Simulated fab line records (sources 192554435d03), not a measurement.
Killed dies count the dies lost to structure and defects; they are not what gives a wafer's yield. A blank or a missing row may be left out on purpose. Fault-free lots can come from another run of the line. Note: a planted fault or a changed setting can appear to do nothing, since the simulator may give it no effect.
Chamber matching | flow n5-finfet | N5_HKMG_FIN_ETCH_55 on rie-diel-03 has 4 sister chambers
The step etches SOC in N2/H2, target depth 240 nm, time 300 s. 4 wafers are shown with their chamber, then 10 later ones without.

## WAFERS WITH THEIR CHAMBER
wafer  | chamber | showerhead-plenum-p-Torr (Torr)
L081.3 | 2       | 2.46
L083.4 | 3       | 2.64
L085.2 | 1       | 2.62
L085.3 | 0       | 2.43

## WAFERS WHOSE CHAMBER IS MISSING
wafer  | showerhead-plenum-p-Torr (Torr)
L085.4 | 2.45
L088.1 | 2.43
L088.3 | 2.64
L088.6 | 2.45
L090.3 | 2.64
L090.4 | 2.61
L090.5 | 2.61
L095.2 | 2.42
L095.5 | 2.42
L095.6 | 2.44

## WHICH CHAMBER EACH WENT THROUGH
wafer  | from the rows above     | in truth
L085.4 | can't be placed: 2 or 0 | 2
L088.1 | 0                       | 0
L088.3 | 3                       | 3
L088.6 | can't be placed: 2 or 0 | 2
L090.3 | 3                       | 3
L090.4 | 1                       | 1
L090.5 | 1                       | 1
L095.2 | 0                       | 0
L095.5 | 0                       | 0
L095.6 | can't be placed: 0 or 2 | 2
7 of 10 placed correctly. Cannot be placed on the basis of these rows: 3; the candidates contain the true chamber in 3. 0 placed wrongly.
How it was worked out, from the rows above alone: a wafer's distance from a chamber is the root of the sum, over the readings, of the square of ((its reading less the chamber's mean) divided by the reading's scatter). If the next closest chamber is less than 2 further off than the closest, the wafer can't be placed; otherwise it belongs to the closest. Each chamber's mean is taken over the wafers shown for it. The scatter: root of mean squared gap, hidden wafer to nearest shown wafer, with one shown wafer a chamber.
